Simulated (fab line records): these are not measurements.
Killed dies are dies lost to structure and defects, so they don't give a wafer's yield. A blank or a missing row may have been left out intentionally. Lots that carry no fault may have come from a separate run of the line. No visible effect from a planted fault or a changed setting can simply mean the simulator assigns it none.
Matching of chambers ; flow nand_harc ; NHARC_A_CONTACT_ETCH_48 on rie_diel-07 has 4 sister chambers
The step etches the open film in CF4, target depth 39 nm, time 65 s. 4 wafers are shown with their chamber, then 12 later ones without.

## WAFERS WITH THEIR CHAMBER
wafer;chamber;showerhead_plenum_p_Torr (Torr)
L087.1;0;1.86
L089.1;1;1.80
L093.2;2;1.91
L093.6;3;1.64

## WAFERS MISSING THEIR CHAMBER
wafer;showerhead_plenum_p_Torr (Torr)
L092.2;1.64
L092.5;1.90
L092.6;1.64
L095.1;1.90
L095.2;1.64
L095.4;1.80
L094.3;1.80
L094.4;1.90
L094.6;1.90
L097.1;1.90
L097.4;1.80
L097.5;1.90

## EACH ONE'S CHAMBER
wafer;from the rows above;in truth
L092.2;3;3
L092.5;2;2
L092.6;3;3
L095.1;2;2
L095.2;3;3
L095.4;1;1
L094.3;1;1
L094.4;2;2
L094.6;2;2
L097.1;2;2
L097.4;1;1
L097.5;2;2
12 of 12 placed correctly. Left unplaced by these rows: 0. Placed wrongly: 0.
How it was worked out, from the rows above alone: a wafer's distance from a chamber is the root of the sum, over the readings, of the square of ((its reading less the chamber's mean) divided by the reading's scatter). If the next closest chamber is less than 2 further off than the closest, the wafer can't be placed; otherwise it belongs to the closest. The mean given for a chamber averages the wafers shown for that chamber. The scatter: with one shown wafer a chamber, the root of the mean of the squares of how far each hidden wafer lies from its nearest shown one.
